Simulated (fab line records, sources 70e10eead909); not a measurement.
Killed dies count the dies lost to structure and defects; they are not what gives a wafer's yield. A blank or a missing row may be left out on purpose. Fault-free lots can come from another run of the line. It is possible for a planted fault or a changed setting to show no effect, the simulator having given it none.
fab line records	flow nand-harc
[record] lots = 6	wafers = 18	last-day = 32
route steps=1302 shown A_CHANNEL_HOLE_D1@484 A_CHANNEL_FILL_D1@490 END@1302
lots untouched by any fault: they come from a run of this same line in which no faults occurred
start-h: hours from the record's first day to the start of the lot's first wafer shown	wait-h: hours since the lot's step before	" same as the row above	L1.1+2: a single row standing in for several wafers	- value missing, or start not given	* or withheld: withheld	< > ~ a bound
route shown NAME@n: NAME is a module with steps in the file, n the number in the route of the first one	usual: average and standard deviation across the fault-free wafers	same: alike in all rows	chamber/n: place in a boat	sites: per-site readings	_std_site: standard deviation across them	_edge_site: inner sites' mean taken away from outer sites' mean	radius-mm: how far each site lies from the wafer's centre	mask NAME#n: copy n	behind: the last tool/chamber to shape the wafer	hold: the reason the lot was held/the length of the hold in hours/how it ended	device: names the non-switching transistor (n, p or np)	end of line: the same wafers' tests at the end of the route	for a step that has no rows: nothing shown but its recipe	killed: dies that structure and defects cost at the first sort, which is not the same as the wafer's yield	map: shows each die of a wafer: x if killed, . if not, _ if none is there
set.NAME: setting as actually run; set.NAME@STEP: the setting as run at that earlier step	model.NAME: the simulator's own value behind a step, which no gauge read
lots seen at some steps along the route; tables by step, rows by wafer
services: when a tool's chamber went out of use (start-h, in hours from the record's first day, below 0 if earlier), for how many hours, and the reason
[[steps]]
[step NHARC_A_CHANNEL_HOLE_D1_STRIP_27]
[recipe] o2-flow-sccm = 500	ar-flow-sccm = 0	bias-w = 0	chemistry = O2
[usual] drypump-motor-current-A = 6.1/0.47	o2-flow-sccm = 500.1/1.6	oes-product-au = 0.994/0.012	rf-vpp-V = 57.9/0.92	showerhead-plenum-p-Torr = 3.54/0.13	throttle-valve-pct = 17.037/0.0089
lot.wafer	tool	chamber	start-h	wait-h	drypump-motor-current-A	o2-flow-sccm	oes-product-au	rf-hours-counter-h	rf-vpp-V	showerhead-plenum-p-Torr	throttle-valve-pct
L634.2	rie-diel-03	3	-	-	6.3	499.3	1.005	32	56.8	3.66	17.029
L634.4	"	0	"	"	5.7	499.4	1.021	43	58.7	3.78	17.041
L634.6	"	1	"	"	5.3	497.9	0.992	-	57.8	3.45	17.026
L635.4	rie-diel-12	3	-	-	6.0	498.6	0.994	13	59.2	3.49	17.035
L635.6	"	1	"	"	6.4	498.8	0.983	-	60.0	3.72	17.019
L635.5	"	2	"	"	5.7	501.8	1.005	-	58.0	3.53	17.044
L641.3	rie-diel-12	1	-	-	6.4	498.8	0.996	4	59.8	3.72	17.044
L641.5	"	0	"	"	6.8	499.5	0.996	-	56.9	3.43	17.038
L641.6	"	1	"	"	6.4	501.7	0.988	-	57.8	3.72	17.032
L644.4	rie-diel-03	0	-	-	5.7	499.2	0.993	18	56.2	3.77	17.038
L644.6	"	3	"	"	6.4	497.8	0.994	-	57.0	3.64	17.035
L644.5	"	0	"	"	5.7	498.8	0.999	-	58.3	3.77	17.029
L649.4	rie-diel-12	0	-	-	6.8	499.1	0.979	11	56.5	3.43	17.038
L649.6	"	2	"	"	5.7	501.5	0.996	-	57.6	3.53	17.035
L649.5	"	3	"	"	6.0	500.5	0.984	-	57.5	3.48	17.046
L648.2	rie-diel-11	0	-	-	5.5	500.5	1.011	37	56.3	3.32	17.031
L648.4	"	1	"	"	6.2	500.3	1.024	41	58.1	3.43	17.051
L648.6	"	3	"	"	5.2	501.1	0.989	-	58.3	3.61	17.052
[step NHARC_A_CHANNEL_HOLE_D1_PRECLEAN_28]
[recipe] time-s = *	temp-c = 50	bath-age-min = 0	chemistry = SC1
[step NHARC_A_CHANNEL_HOLE_D1_SRD_29]
[step NHARC_A_CHANNEL_HOLE_D1_CD_MEAS_30]
[usual] cd-nm = 89.6/1.6
lot.wafer	tool	chamber	start-h	wait-h	cd-nm
L634.2	cd-sem-01	-	250.72	-	88.1
L634.4	"	-	"	"	89.1
L634.6	"	-	"	"	88.0
L635.4	cd-sem-02	-	260.27	-	90.1
L635.5	"	-	"	"	90.2
L635.6	"	-	"	"	88.8
L641.3	cd-sem-02	-	314.27	-	89.5
L641.5	"	-	"	"	90.0
L641.6	"	-	"	"	88.1
L644.4	cd-sem-02	-	349.93	-	91.5
L644.5	"	-	"	"	91.7
L644.6	"	-	"	"	91.8
L649.4	cd-sem-02	-	396.28	-	87.9
L649.5	"	-	"	"	90.0
L649.6	"	-	"	"	89.0
L648.2	cd-sem-01	-	399.58	-	88.1
L648.4	"	-	"	"	88.8
L648.6	"	-	"	"	88.9
[step NHARC_A_CHANNEL_HOLE_D1_XSEM_31]
[recipe] landing-energy-ev = 35000
[usual] bot-cd-nm = 74.3/1.8	bow-nm = 8.67/0.27	tilt-deg = 0.08/0.042
lot.wafer	tool	chamber	start-h	wait-h	bot-cd-nm	bow-nm	tilt-deg
L634.2	xsem-02	0	250.81	0.1	73.3	8.87	0.08
L634.4	"	0	"	"	74.4	8.93	0.08
L634.6	"	0	"	"	72.6	8.95	0.08
L635.4	xsem-01	0	260.35	0.1	75.7	8.44	0.00
L635.5	"	0	"	"	75.8	8.51	0.00
L635.6	"	0	"	"	73.8	8.50	0.00
L641.3	xsem-02	0	314.38	0.1	74.4	8.45	0.13
L641.5	"	0	"	"	74.3	8.52	0.13
L641.6	"	0	"	"	73.0	8.53	0.14
L644.4	xsem-02	0	350.02	0.1	76.0	8.67	0.03
L644.5	"	0	"	"	76.4	8.70	0.03
L644.6	"	0	"	"	76.5	8.73	0.03
L649.4	xsem-01	0	396.37	0.1	73.1	8.70	0.06
L649.5	"	0	"	"	74.3	8.71	0.06
L649.6	"	0	"	"	73.4	8.64	0.06
L648.2	xsem-02	0	399.68	0.1	72.9	8.66	0.18
L648.4	"	0	"	"	74.0	8.64	0.18
L648.6	"	0	"	"	74.2	8.65	0.18
[step NHARC_A_CHANNEL_HOLE_D1_INSPECT_40]
[usual] raw-defect-count = 77/26
lot.wafer	tool	chamber	start-h	wait-h	raw-defect-count
L634.2	defect-inspect-01	-	250.91	-	81
L634.4	"	-	"	"	53
L634.6	"	-	"	"	72
L635.4	defect-inspect-02	-	260.44	-	76
L635.5	"	-	"	"	90
L635.6	"	-	"	"	97
L641.3	defect-inspect-02	-	314.48	-	50
L641.5	"	-	"	"	65
L641.6	"	-	"	"	58
L644.4	defect-inspect-01	-	350.11	-	129
L644.5	"	-	"	"	104
L644.6	"	-	"	"	90
L649.4	defect-inspect-01	-	396.46	-	80
L649.5	"	-	"	"	60
L649.6	"	-	"	"	64
L648.2	defect-inspect-02	-	399.77	-	33
L648.4	"	-	"	"	33
L648.6	"	-	"	"	30
[step NHARC_A_CHANNEL_FILL_D1_PRECLEAN_00]
[recipe] time-s = *	temp-c = 50	bath-age-min = 0	chemistry = SC1
[step NHARC_A_CHANNEL_FILL_D1_SRD_01]
[step NHARC_A_CHANNEL_FILL_D1_ALD_02]
[recipe] target-thk-a = 60	pulse-time-s = 10	ald-cycles = 60	temp-c = 300	material = SiO2
[usual] ald-cycles = 60/0	heater-power-w = 481/57	precursor-pulse-height-rel = 1.000/0.022
lot.wafer	tool	chamber	start-h	wait-h	ald-cycles	heater-power-w	precursor-pulse-height-rel
L634.2	ald-hk-01	1	251.11	-	60	522	1.018
L634.4	"	2	"	"	60	567	0.945
L634.6	"	2	"	"	60	568	0.988
L635.4	ald-hk-03	0	260.85	-	60	524	0.992
L635.5	"	1	"	"	60	509	1.024
L635.6	"	2	"	"	60	464	0.998
L641.3	ald-hk-03	2	314.67	-	60	457	0.989
L641.5	"	2	"	"	60	464	0.999
L641.6	"	3	"	"	60	377	1.031
L644.4	ald-hk-03	1	350.73	-	60	517	1.001
L644.5	"	2	"	"	60	463	1.031
L644.6	"	3	"	"	60	370	1.008
L649.4	ald-hk-02	2	396.91	0.3	60	467	0.985
L649.6	"	3	"	"	60	516	1.006
L649.5	"	0	"	"	60	357	1.024
L648.2	ald-hk-02	1	399.96	-	60	556	0.981
L648.4	"	3	"	"	60	511	0.951
L648.6	"	1	"	"	60	568	1.006
[step NHARC_A_CHANNEL_FILL_D1_ALD_03]
[recipe] target-thk-a = 60	pulse-time-s = 60	ald-cycles = 58	temp-c = 630	pressure-torr = 2	material = SiNx
[usual] ald-cycles = 58/0	precursor-pulse-height-rel = 0.998/0.02
lot.wafer	tool	chamber	start-h	wait-h	ald-cycles	precursor-pulse-height-rel
L634.2	ald-sin-batch-02	0	-	-	58	0.995
L634.4	"	0	"	"	58	1.000
L634.6	"	0	"	"	58	0.990
L635.4	ald-sin-batch-02	0	-	-	58	0.992
L635.5	"	0	"	"	58	1.015
L635.6	"	0	"	"	58	0.965
L641.3	ald-sin-batch-02	0	-	-	58	0.990
L641.5	"	0	"	"	58	0.997
L641.6	"	0	"	"	58	0.973
L644.4	ald-sin-batch-01	0	-	-	58	0.997
L644.5	"	0	"	"	58	0.997
L644.6	"	0	"	"	58	0.985
L649.4	ald-sin-batch-03	0	-	-	58	1.033
L649.5	"	0	"	"	58	0.987
L649.6	"	0	"	"	58	1.035
L648.2	ald-sin-batch-02	0	-	-	58	0.955
L648.4	"	0	"	"	58	0.991
L648.6	"	0	"	"	58	1.014
[step NHARC_A_CHANNEL_FILL_D1_ALD_14]
[recipe] target-thk-a = 25	pulse-time-s = 10	ald-cycles = 25	temp-c = 300	material = SiO2
[usual] ald-cycles = 25/0	heater-power-w = 474/62	precursor-pulse-height-rel = 1.000/0.021
lot.wafer	tool	chamber	start-h	wait-h	ald-cycles	heater-power-w	precursor-pulse-height-rel
L634.2	ald-hk-01	0	258.09	0.0	25	481	0.970
L634.4	"	3	"	"	25	457	0.962
L634.6	"	0	"	"	25	477	0.983
L635.4	ald-hk-02	2	267.70	0.1	25	474	0.993
L635.5	"	1	"	"	25	526	1.008
L635.6	"	2	"	"	25	480	1.001
L641.3	ald-hk-02	1	321.82	0.1	25	512	0.991
L641.5	"	3	"	"	25	500	0.995
L641.6	"	0	"	"	25	360	1.021
L644.4	ald-hk-01	1	358.07	0.4	25	516	1.008
L644.5	"	0	"	"	25	474	1.030
L644.6	"	1	"	"	25	526	1.004
L649.4	ald-hk-02	0	403.71	0.1	25	362	1.009
L649.5	"	3	"	"	25	510	1.010
L649.6	"	0	"	"	25	347	1.024
L648.2	ald-hk-03	3	406.97	0.0	25	379	0.985
L648.4	"	2	"	"	25	458	0.993
L648.6	"	0	"	"	25	507	0.984
[step NHARC_A_CHANNEL_FILL_D1_ALD_15]
[recipe] target-thk-a = 20	pulse-time-s = 60	ald-cycles = 19	temp-c = 630	pressure-torr = 2	material = SiNx
[step NHARC_A_CHANNEL_FILL_D1_ALD_16]
[recipe] target-thk-a = 15	pulse-time-s = 10	ald-cycles = 15	temp-c = 300	material = SiO2
[usual] ald-cycles = 15/0	heater-power-w = 480/56	precursor-pulse-height-rel = 0.999/0.018
lot.wafer	tool	chamber	start-h	wait-h	ald-cycles	heater-power-w	precursor-pulse-height-rel
L634.2	ald-hk-02	2	263.28	0.0	15	460	0.996
L634.4	"	3	"	"	19	477	0.982
L634.6	"	2	"	"	19	464	1.016
L635.4	ald-hk-02	2	272.89	0.1	19	473	1.019
L635.6	"	3	"	"	19	502	0.994
L635.5	"	0	"	"	19	373	0.978
L641.3	ald-hk-03	3	327.12	0.2	15	367	1.029
L641.6	"	1	"	"	15	506	0.990
L641.5	"	2	"	"	15	450	0.999
L644.4	ald-hk-02	3	363.26	0.1	15	512	1.027
L644.5	"	2	"	"	15	472	0.999
L644.6	"	3	"	"	15	509	1.012
L649.4	ald-hk-02	1	409.19	0.4	15	557	0.994
L649.5	"	2	"	"	15	465	1.005
L649.6	"	3	"	"	15	504	0.994
L648.2	ald-hk-01	2	412.17	0.1	15	560	0.992
L648.4	"	0	"	"	15	464	0.997
L648.6	"	2	"	"	15	557	0.985
[step NHARC_A_CHANNEL_FILL_D1_ANNEAL_17]
[recipe] temp-c = 850	time-s = 1800
[step NHARC_END_SORT_01]
[recipe] temp-c = 25
[usual] killed-at-array = 55/19	killed-at-other = 0.9/1.4	killed-at-periphery = 3.8/2.9	killed-dies = 60/19	killed-open = 3.3/1.8	killed-short = 2.6/1.6
[same] gross-dies = 677
lot.wafer	tool	chamber	start-h	wait-h	killed-at-array	killed-at-other	killed-at-periphery	killed-dies	killed-open	killed-short
L635.4	prober-02	0	638.15	3.4	91	0	4	95	1	1
L635.5	prober-02	0	638.95	3.7	69	0	3	72	2	0
L635.6	prober-02	0	639.75	4.0	99	0	3	102	5	2
// killed by level:class
L635.4 A_SLIT:chamber-film-flake=38 A_CHANNEL_HOLE_D2:chamber-film-flake=23 A_CHANNEL_HOLE_D1:chamber-film-flake=17 A_CONTACT:chamber-film-flake=5 A_STAIRCASE:chamber-film-flake=3 A_M0:chamber-film-flake=2 P_CONTACT:geometric-particle:short=1 A_CHANNEL_FILL_D1:geometric-particle:open=1
L635.5 A_CHANNEL_HOLE_D2:chamber-film-flake=22 A_SLIT:chamber-film-flake=21 A_CHANNEL_HOLE_D1:chamber-film-flake=19 P_GATE:chamber-film-flake=2 A_CHANNEL_FILL_D1:geometric-particle:open=1 A_M1:geometric-particle:open=1 P_M0:chamber-film-flake=1 A_ZERO_WELL:chamber-film-flake=1
L635.6 A_CHANNEL_HOLE_D1:chamber-film-flake=30 A_SLIT:chamber-film-flake=28 A_CHANNEL_HOLE_D2:chamber-film-flake=21 A_CONTACT:chamber-film-flake=4 A_WL_FILL:chamber-film-flake=3 A_M0:chamber-film-flake=3 A_CHANNEL_FILL_D2:geometric-particle:open=2 P_M0:chamber-film-flake=2
[[services]]
tool	chamber	start-h	hours	kind
rie-diel-11	-	228.29	0.2	repair
rie-diel-11	0	229.51	20.0	repair
rie-diel-11	2	243.32	2.4	repair
rie-diel-11	-	244.93	0.9	repair
rie-diel-03	1	251.20	19.6	repair
rie-diel-11	-	255.50	9.0	pm
ald-sin-batch-02	-	267.62	26.0	pm
rie-diel-12	-	268.74	9.0	pm
rie-diel-03	-	281.59	9.0	pm
ald-hk-01	-	296.09	10.0	pm
rie-diel-11	2	321.18	1.8	repair
rie-diel-11	0	331.39	6.8	repair
rie-diel-03	-	332.17	0.9	repair
rie-diel-12	0	337.64	2.7	repair
ald-hk-02	-	353.08	10.0	pm
ald-hk-02	0	353.08	10.0	vent-cycle
ald-hk-02	1	353.08	10.0	vent-cycle
ald-hk-02	2	353.08	10.0	vent-cycle
ald-hk-02	3	353.08	10.0	vent-cycle
ald-hk-02	0	363.08	-	clean
rie-diel-03	-	368.51	0.6	repair
xsem-01	-	374.00	14.0	pm
ald-hk-03	-	390.00	10.0	pm
rie-diel-12	2	408.25	3.0	repair
[[key]]
[first-sign] step = NHARC_A_CHANNEL_FILL_D1_ALD_16	reading = ald-cycles	direction = up	sigmas = 99+	usual = 15	struck = 19
effect none on later readings
met-at NHARC_A_CHANNEL_FILL_D1_ALD_16
struck-wafers L634.4,L634.6,L635.4,L635.5,L635.6
tester-left-out L634,L635
[fault] kind = process-parameter-drift	tool = ald-hk-02	chamber = -	onset-h = 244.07	steps = NHARC_A_CHANNEL_FILL_D1_ALD_16	channel = ald-cycles	offset = 4	shape = step	end-h = 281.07	scope = struck-wafers-only	acts-in = these-recipes-only	stated = 15
// tester-left-out: of these lots the tester's yield and bins aren't shown, on N5 and GAA mostly nor the transistor test; their killed dies are dies lost to structure and defects alone, not to doping, threshold or leakage, so they don't give the yield
